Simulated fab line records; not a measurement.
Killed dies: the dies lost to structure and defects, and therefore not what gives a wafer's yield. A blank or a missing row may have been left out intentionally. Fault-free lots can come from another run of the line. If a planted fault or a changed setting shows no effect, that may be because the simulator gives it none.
fab line records + flow n5Finfet
record:
- lots: 3
- wafers: 8
- lastDay: 18
route steps=1938 shown BEOL_M1@829 BEOL_M2@841 BEOL_M4@1111
lots untouched by any fault: they come from a run of this same line in which no faults occurred
startH: start of the lot's first displayed wafer, in hours after the record's first day + waitH: hours from the lot's prior step to this one + " identical to the entry in the row above + L1.1+2: one row covering several wafers at once + - value missing, or start not given + * or withheld: withheld + < > ~ a bound
route shown NAME@n: names a module that has steps shown in the file, with the first one's number in the route + usual: the fault-free wafers' mean and standard deviation + same: alike in all rows + chamber/n: place in a boat + sites: the reading at each site + _std_site: their standard deviation + _edge_site: mean of outer sites minus mean of inner sites + radiusMm: for every site, how far away it sits from the centre of the wafer + mask NAME#n: copy n + behind: the most recent tool/chamber to have shaped the wafer + hold: cause of the lot's hold/its duration in hours/its outcome + device: which transistor (n, p or np) failed to switch + end of line: at the end of the route, the tests of the same wafers + where a step has no rows: the recipe by itself + killed: dies lost to structure and defects at the first sort, not the wafer's yield + map: a wafer's dies, x killed, . not, _ none there
set.NAME: the setting that was run; set.NAME@STEP: the one run at that earlier step + model.NAME: the simulator's own value behind a step, which no gauge read
a table for each step, a row for each wafer; lots at some steps of the route
services: the hour from which a tool's chamber was out of use, counted from the record's first day as startH (under 0 if before that day), plus the number of hours and why
== steps ==
step: N5_BEOL_M1_ANNEAL_95
recipe:
- tempC: 400
- timeS: 240
- ambient: vacuum
step: N5_BEOL_M1_SPUTTER_96
recipe:
- material: Cu
- targetThkA: 45
- tempC: -20
- chamberPressurePa: 0.07
- powerW: withheld
- timeS: 8.29
step: N5_BEOL_M1_ECD_50
recipe:
- material: Cu
- targetThkA: 3000
step: N5_BEOL_M1_ANNEAL_51
recipe:
- tempC: 225
- timeS: 90
- ambient: N2
step: N5_BEOL_M1_CMP_52
recipe:
- stopOn: SiOC
- tOverpolishS: 6.8
- downForcePsi: 1
- platenRpm: 50
- clearingPlatenDownForcePsi: 1.5
- clearingPlatenRpm: 50
- postCmpClean: cuAlkaline
- targetThkNm: 40
- clearingPlatenPadVelocityMS: 0.99484
- padVelocityMS: 0.99484
step: N5_BEOL_M1_PRE_CLEAN_60
recipe:
- gas: NH3/H2
- timeS: 15
- tempC: *
- rfPowerW: 300
step: N5_BEOL_M1_CO_CAP_55
recipe:
- material: Co
- targetThkA: 20
- tempC: 200
- precursor: CCTBA/H2
- pressureTorr: 30
- timeS: 102.1
step: N5_BEOL_M1_PRE_CLEAN_56
recipe:
- gas: NH3
- timeS: 15
- tempC: withheld
- rfPowerW: 300
step: N5_BEOL_M1_DEP_57
recipe:
- material: SiCN
- targetThkA: 80
- tempC: withheld
- precursor: 3MS/NH3
- pressureTorr: 3
- rfW: 202
- timeS: 14
step: N5_BEOL_M2_ILD_DEP_00
recipe:
- material: SiOC
- targetThkA: 790
- tempC: 350
- precursor: DEMS/O2
- pressureTorr: 5
- rfW: 500
- timeS: 15.3
usual:
- heaterPowerW: 485/47
- rfFwdPowerW: 494.7/2.1
- showerheadPlenumPTorr: 5.688/0.013
- showerheadVppV: 1334/54
- throttleValvePct: 11.8/0.4
| lot.wafer | tool     | chamber | startH | waitH | heaterPowerW | rfFwdPowerW | showerheadPlenumPTorr | showerheadVppV | sinceWetCleanH | throttleValvePct | model.SiOC_of_BEOL_M2_ILD_DEP_00.thkNm |
|-----------|----------|---------|--------|-------|--------------|-------------|-----------------------|----------------|----------------|------------------|----------------------------------------|
| L582.3    | pecvd-03 | 2       | 158.17 | 0.0   | 416          | 496.4       | 5.687                 | 1253           | 289            | 10.9             | 81.6                                   |
| L582.6    | "        | 2       | "      | "     | 432          | 496.9       | 5.676                 | 1259           | -              | 11.0             | 79.4                                   |
| L598.2    | pecvd-01 | 0       | 257.71 | 0.0   | 465          | 496.7       | 5.693                 | 1312           | 1324           | 12.3             | 78.4                                   |
| L598.4    | "        | 0       | "      | "     | 467          | 496.5       | 5.709                 | 1326           | -              | 12.1             | 80                                     |
| L598.5    | "        | 2       | "      | "     | 579          | 499.6       | 5.683                 | 1412           | -              | 12.0             | 78.6                                   |
| L600.2    | pecvd-03 | 2       | 271.83 | 0.0   | 429          | 496.5       | 5.710                 | 1230           | 403            | 11.4             | 79.4                                   |
| L600.4    | "        | 0       | "      | "     | 575          | 495.3       | 5.671                 | 1317           | -              | 11.6             | 80                                     |
| L600.5    | "        | 1       | "      | "     | 443          | 492.0       | 5.683                 | 1340           | -              | 12.0             | 80.2                                   |
step: N5_BEOL_M2_PECVD_72
recipe:
- material: SiO2
- targetThkA: 160
- tempC: 400
- precursor: TEOS/O2
- pressureTorr: 5.5
- rfW: 450
- teosFlowSccm: 53.8
- gas: O2
- flowSccm: 3000
- timeS: 18
step: N5_BEOL_M2_HM_DEP_02
recipe:
- material: TiN
- targetThkA: 200
- tempC: 25
- chamberPressurePa: 0.49996
step: N5_BEOL_M2_COAT_61
recipe:
- resist: SOC
- tempC: 250
- timeS: 60
- spinRpm: 1500
- resistThkNm: 60
step: N5_BEOL_M2_COAT_62
recipe:
- resist: SiARC
- tempC: 220
- timeS: 60
- spinRpm: 1500
- resistThkNm: 12
step: N5_BEOL_M2_COAT_73
recipe:
- resist: underlayer
- tempC: 205
- timeS: 60
- spinRpm: 1500
- resistThkNm: 5
step: N5_BEOL_M2_COAT_05
recipe:
- resist: CAR-EUV
- spinRpm: 1500
- resistThkNm: 30
step: N5_BEOL_M2_EBR_07
recipe:
- solvent: PGMEA
- ebrWidthMm: 1.5
step: N5_BEOL_M2_SOFTBAKE_06
recipe:
- tempC: 110
- timeS: 60
- resist: CAR-EUV
step: N5_BEOL_M2_EXPOSE_08
recipe:
- maskId: M2
- na: 0.33
- sourceShape: dipole
- sigmaInner: 0.369
- sigmaOuter: 0.767
- polarization: unpolarized
- doseMj: 41.25
step: N5_BEOL_M2_PEB_09
recipe:
- pebTempC: 100
- pebTimeS: 60
- resist: CAR-EUV
step: N5_BEOL_M2_DEVELOP_10
recipe:
- developTimeS: 30
- developer: TMAH
- resist: CAR-EUV
- rinseLiquid: surfactantRinse
- dry: airSpin
- devTempC: 23
step: N5_BEOL_M2_DESCUM_16
recipe:
- chemistry: O2
- timeS: 7
- sourcePowerW: 50
- biasPowerW: 20
- pressureMtorr: 20
- rfFrequencyHz: 2.712e+07
- tempC: 40
- resist: CAR-EUV
- o2FlowSccm: 225
step: N5_BEOL_M2_ETCH_74
recipe:
- chemistry: N2/H2
- target: underlayer
- targetDepthA: 65
- maskMaterial: CAR-EUV
- timeS: 5.2
- ionEnergyEv: 200
- pressureMtorr: 30
- sourceW: 840
- biasW: 150
- n2FlowSccm: 200
- h2FlowSccm: 200
- ends: cleared
step: N5_BEOL_M2_ETCH_63
recipe:
- chemistry: CF4
- target: SiARC
- targetDepthA: 156
- maskMaterial: CAR-EUV
- timeS: 26
- ionEnergyEv: 80
- pressureMtorr: 40
- sourceW: 545
- biasW: 36
- Ar_flow_sccm: 100
- cf4FlowSccm: 100
- ends: cleared
step: N5_BEOL_M2_ETCH_64
recipe:
- chemistry: N2/H2
- target: SOC
- targetDepthA: 750
- overetchA: 225
- maskMaterial: SiARC
- tempC: 40
- timeS: 121.9
- ionEnergyEv: 200
- pressureMtorr: 30
- sourceW: 840
- biasW: 150
- n2FlowSccm: 200
- h2FlowSccm: 200
step: N5_BEOL_M2_STRIP_65
recipe:
- chemistry: N2/H2
- tempC: 40
- n2FlowSccm: 200
- h2FlowSccm: 200
- rfFrequencyHz: 6e+07
step: N5_BEOL_M2_STRIP_75
recipe:
- chemistry: N2/H2
- tempC: 40
- n2FlowSccm: 200
- h2FlowSccm: 200
- rfFrequencyHz: 6e+07
step: N5_BEOL_M2_STRIP_66
recipe:
- chemistry: CF4
- resist: SiARC
- powerW: 300
- biasPowerW: 75
- pressureMtorr: 50
- cf4FlowSccm: 150
- rfFrequencyHz: 6e+07
step: N5_BEOL_M2_HM_OPEN_17
recipe:
- chemistry: Cl2/BCl3
- targetDepthA: 200
- overetchA: 60
- target: TiN
- maskMaterial: SOC
- ionEnergyEv: 150
- pressureMtorr: 10
- icpW: 1000
- biasW: 126
- Cl2_flow_sccm: 53.25
- bcl3FlowSccm: 21.75
- Ar_flow_sccm: 25
step: N5_BEOL_M2_STRIP_19
recipe:
- chemistry: O2
- powerW: 400
- tempC: 40
- pressureMtorr: 30
- rfFrequencyHz: 6e+07
- biasPowerW: 0
- overashFraction: 0.2
- o2FlowSccm: 225
step: N5_BEOL_M2_COAT_67
recipe:
- resist: SOC
- tempC: 250
- timeS: 60
- spinRpm: 1500
- resistThkNm: 60
step: N5_BEOL_M2_COAT_68
recipe:
- resist: SiARC
- tempC: 220
- timeS: 60
- spinRpm: 1500
- resistThkNm: 12
step: N5_BEOL_M2_COAT_76
recipe:
- resist: underlayer
- tempC: 205
- timeS: 60
- spinRpm: 1500
- resistThkNm: 5
step: N5_BEOL_M2_COAT_22
recipe:
- resist: CAR-EUV
- spinRpm: 1500
- resistThkNm: 30
step: N5_BEOL_M2_CMP_52
recipe:
- stopOn: SiOC
- tOverpolishS: 6.8
- downForcePsi: 1
- platenRpm: 50
- clearingPlatenDownForcePsi: 1.5
- clearingPlatenRpm: 50
- postCmpClean: cuAlkaline
- targetThkNm: 40
- clearingPlatenPadVelocityMS: 0.99484
- padVelocityMS: 0.99484
usual:
- barrierFieldEndpointS: 24.8/0.77
- clearingPlatenRpm: 50.000/0.027
- motorCurrentA: 6.1/0.6
- overpolishRunS: 6.799/0.0099
- timeToEndpointS: 63/3.2
| lot.wafer | tool   | chamber | startH | waitH | barrierFieldEndpointS | clearingPlatenRpm | motorCurrentA | overpolishRunS | timeToEndpointS | model.SiOC_of_BEOL_M2_ILD_DEP_00.thkNm |
|-----------|--------|---------|--------|-------|-----------------------|-------------------|---------------|----------------|-----------------|----------------------------------------|
| L582.3    | cmp-04 | 1       | 166.93 | 0.2   | 24.8                  | 50.010            | 5.8           | 6.789          | 66              | 78.6                                   |
| L582.6    | "      | 0       | "      | "     | 24.6                  | 50.035            | 5.5           | 6.801          | 63              | 76.4                                   |
| L598.4    | cmp-02 | 2       | 269.53 | 0.2   | 23.5                  | 50.010            | 5.7           | 6.809          | 55              | 77                                     |
| L598.2    | "      | 0       | "      | "     | 23.2                  | 50.050            | 6.1           | 6.791          | 55              | 75.4                                   |
| L598.5    | "      | 2       | "      | "     | 24.6                  | 50.016            | 5.8           | 6.806          | 55              | 75.6                                   |
| L600.4    | cmp-03 | 3       | 282.32 | 0.1   | 24.5                  | 49.986            | 6.5           | 6.817          | 63              | 77                                     |
| L600.2    | "      | 1       | "      | "     | 24.3                  | 49.925            | 5.4           | 6.796          | 66              | 76.4                                   |
| L600.5    | "      | 3       | "      | "     | 24.2                  | 49.982            | 6.3           | 6.803          | 62              | 77.2                                   |
step: N5_BEOL_M4_RC_MEAS_101
usual:
- DIBL_N: 36.2/1.6
- DIBL_P: 36.5/1.9
- IOFF_N: 0.158/0.027
- IOFF_P: 0.21/0.038
- ION_N: 675/12
- ION_P: 464/8.9
- SS_N: 71.5/0.61
- SS_P: 73.4/0.59
- VT_N: 250.4/3
- VT_P: -250/3.6
| lot.wafer | tool      | chamber | startH | waitH | DIBL_N[mV/V] | DIBL_P[mV/V] | IOFF_N[nA/um] | IOFF_P[nA/um] | ION_N[uA/um] | ION_P[uA/um] | SS_N[mV/dec] | SS_P[mV/dec] | VT_N[mV] | VT_P[mV] |
|-----------|-----------|---------|--------|-------|--------------|--------------|---------------|---------------|--------------|--------------|--------------|--------------|----------|----------|
| L582.3    | prober-02 | 0       | 193.09 | 0.3   | 39.2         | 39.1         | 0.198         | 0.24          | 683          | 466          | 71.0         | 74.4         | 244.1    | -250     |
| L582.6    | "         | 0       | "      | "     | 37.2         | 36.7         | 0.147         | 0.21          | 673          | 463          | 71.1         | 73.5         | 250.7    | -251     |
| L598.2    | prober-02 | 0       | 302.73 | 0.2   | 36.4         | 36.0         | 0.164         | 0.18          | 670          | 446          | 71.3         | 72.3         | 248.3    | -250     |
| L598.4    | "         | 0       | "      | "     | 36.4         | 36.8         | 0.172         | 0.21          | 681          | 463          | 71.4         | 72.8         | 247.4    | -251     |
| L598.5    | "         | 0       | "      | "     | 35.2         | 35.0         | 0.146         | 0.17          | 661          | 454          | 71.2         | 72.1         | 250.7    | -253     |
| L600.2    | prober-01 | 0       | 313.16 | 0.2   | 37.9         | 38.1         | 0.188         | 0.26          | 677          | 468          | 72.0         | 73.1         | 250.6    | -247     |
| L600.4    | "         | 0       | "      | "     | 38.5         | 39.4         | 0.212         | 0.30          | 686          | 477          | 72.1         | 74.5         | 246.6    | -245     |
| L600.5    | "         | 0       | "      | "     | 36.0         | 36.8         | 0.159         | 0.24          | 672          | 469          | 71.3         | 73.4         | 250.9    | -247     |
== services ==
| tool     | chamber | startH | hours | kind                          |
|----------|---------|--------|-------|-------------------------------|
| cmp-02   | -       | 157.47 | 4.0   | pm                            |
| cmp-04   | -       | 160.14 | 5.4   | pm                            |
| pecvd-03 | 1       | 161.29 | 2.1   | scheduledDown                 |
| cmp-02   | -       | 161.47 | -     | consumableReplace:conditioner |
| cmp-02   | -       | 161.47 | -     | consumableReplace:pad         |
| pecvd-01 | 0       | 163.00 | 2.1   | scheduledDown                 |
| cmp-02   | -       | 167.32 | 0.3   | repair                        |
| cmp-02   | -       | 182.42 | 8.2   | pm                            |
| cmp-03   | -       | 218.16 | 5.0   | pm                            |
| cmp-03   | -       | 229.65 | 4.0   | pm                            |
| cmp-02   | -       | 231.85 | 0.3   | repair                        |
| cmp-03   | -       | 233.65 | -     | consumableReplace:conditioner |
| cmp-03   | -       | 233.65 | -     | consumableReplace:pad         |
| pecvd-01 | 1       | 243.29 | 17.6  | repair                        |
| pecvd-01 | -       | 245.94 | 0.7   | repair                        |
| cmp-04   | -       | 251.10 | 1.2   | repair                        |
| cmp-04   | -       | 254.99 | 2.5   | repair                        |
| cmp-02   | -       | 265.59 | 3.7   | pm                            |
| pecvd-01 | -       | 268.67 | 0.6   | repair                        |
== key ==
firstSign none at tools or gauges
modelEffect:
- step: N5_BEOL_M2_ILD_DEP_00
- value: SiOC_of_BEOL_M2_ILD_DEP_00.thkNm
- without: 78.2
- struck: 81.6
modelEffect:
- step: N5_BEOL_M2_CMP_52
- value: SiOC_of_BEOL_M2_ILD_DEP_00.thkNm
- without: 75.2
- struck: 78.6
metAt N5_BEOL_M2_ILD_DEP_00
struckWafers L582.3
fault:
- kind: processParameterDrift
- tool: pecvd-03
- chamber: -
- onsetH: 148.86
- steps: N5_BEOL_M2_ILD_DEP_00
- channel: timeS
- offset: *
- shape: step
- endH: 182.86
- scope: struckWafersOnly
- actsIn: *
- stated: *
